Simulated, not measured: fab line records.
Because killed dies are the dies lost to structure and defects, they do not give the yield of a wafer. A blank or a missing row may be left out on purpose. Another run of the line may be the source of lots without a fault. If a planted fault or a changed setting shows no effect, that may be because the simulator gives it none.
Split-lot trial    flow n5-finfet    21 wafers read across 7 lots, on a route 1938 steps long

## ABOUT THE SPLIT
At N5_BEOL_M0_CUTY_ETCH_63 (etches SOC in N2/H2, target depth 82.7 nm, overetch 16.5 nm, time 124 s), the setting time-s was moved away from the recipe's 124 s on 6 of the 21 wafers read, by -17.7% to +15.3%. For the rest of the wafers, this setting stayed at what the recipe calls for.

## FROM THE SPLIT TO THE READING: what the file shows between them, 2 steps
- N5_BEOL_M0_CUTY_STRIP_64: strips in N2/H2
- N5_BEOL_M0_ETCH_138: etches SiCN in CH3F/O2, target depth 12 nm, time 31.6 s

## THE READING
SiO2_of_BEOL_M0_SAQP_SPACER2_ALD_26.thk-nm (the simulator's own value, which no gauge read), in nm, at N5_BEOL_M0_HM_OPEN_105 (chemistry Cl2/BCl3, target TiN, target depth 12 nm). The file does not state a usual value for it. The 15 wafers here that ran the recipe average 2.6 nm, standard deviation 0.15 nm.

wafer   tool, chamber at the split  time-s as run, s  against the recipe  SiO2_of_BEOL_M0_SAQP_SPACER2_ALD_26.thk-nm, nm  against lot-mates on the recipe
L077.3  rie-diel-05, 3              124               recipe              2.6                                             -
L077.4  rie-diel-05, 2              124               recipe              2.6                                             -
L077.5  rie-diel-05, 0              102.1             -17.7%              3.2                                             +0.6
L079.3  rie-diel-05, 2              124               recipe              2.8                                             -
L079.4  rie-diel-05, 0,3            124               recipe              2.6                                             -
L079.6  rie-diel-05, 0,3            124               recipe              2.6                                             -
L080.2  rie-diel-01, 2,3            124               recipe              2.8                                             -
L080.3  rie-diel-01, 1              143               +15.3%              2.4                                             -0.5
L080.6  rie-diel-01, 2,3            124               recipe              3                                               -
L083.2  rie-diel-04, 2              104               -16.1%              3.2                                             +0.6
L083.3  rie-diel-04, 0,2            124               recipe              2.6                                             -
L083.6  rie-diel-04, 0,2            124               recipe              2.6                                             -
L087.3  rie-diel-04, 1              132.8             +7.1%               2.4                                             -0.2
L087.4  rie-diel-04, 3              132.8             +7.1%               2                                               -0.6
L087.5  rie-diel-04, 0              124               recipe              2.6                                             -
L090.2  rie-diel-05, 3,1            124               recipe              2.6                                             -
L090.4  rie-diel-05, 3,1            124               recipe              2.4                                             -
L090.6  rie-diel-05, 1              124               recipe              2.4                                             -
L094.2  rie-diel-04, 2              124               recipe              2.6                                             -
L094.4  rie-diel-04, 0              124               recipe              2.8                                             -
L094.6  rie-diel-04, 2              140.2             +13.1%              2.2                                             -0.5
Rows listing several chambers each stand for several wafers; the file does not say which wafer went through which chamber.

THE FIT
A straight line over all 21 wafers: SiO2_of_BEOL_M0_SAQP_SPACER2_ALD_26.thk-nm changes by -0.032 nm for each +1% of time-s; r = -0.81; the points scatter about the line by 0.17 nm.
The same after taking each lot's own level away (the mean of its wafers on the recipe; 21 wafers): -0.0371 nm for each +1%; r = -0.93; scatter 0.11 nm.
According to that fit, moving time-s by its largest amount changes the reading by 0.66 nm.
From 2.47 to 2.90 nm: that is the span of the lots' own levels, equal to 2.9 times the standard deviation above.
So the slope is not independent of the lot-to-lot level: the two fits are not the same.
Check: +0.666 nm against its lot-mates is what the line predicts for one of the wafers moved furthest among these (-17.7%) when that wafer is left out of the fit. It came out at +0.6 nm against them.

## THE WHOLE CHAIN: every reading that the file lists as answering this split, in the file's order
step                     what it does                                                             reading                                                                                      change (the file's fit)                 r (the file's)
N5_BEOL_M0_CUTY_ETCH_63  etches SOC in N2/H2, target depth 82.7 nm, overetch 16.5 nm, time 124 s  SiO2_of_BEOL_M0_SAQP_SPACER2_ALD_26.thk-nm (the simulator's own value, which no gauge read)  -0.0347 nm for each +1% of the setting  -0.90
N5_BEOL_M0_ETCH_138      etches SiCN in CH3F/O2, target depth 12 nm, time 31.6 s                  SiO2_of_BEOL_M0_SAQP_SPACER2_ALD_26.thk-nm (the simulator's own value, which no gauge read)  -0.0323 nm for each +1% of the setting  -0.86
N5_BEOL_M0_HM_OPEN_105   chemistry Cl2/BCl3, target TiN, target depth 12 nm                       SiO2_of_BEOL_M0_SAQP_SPACER2_ALD_26.thk-nm (the simulator's own value, which no gauge read)  -0.0363 nm for each +1% of the setting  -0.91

## THE FILE'S OWN FIT
SiO2_of_BEOL_M0_SAQP_SPACER2_ALD_26.thk-nm changes by -0.0363 nm for each +1% of time-s, r = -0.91.
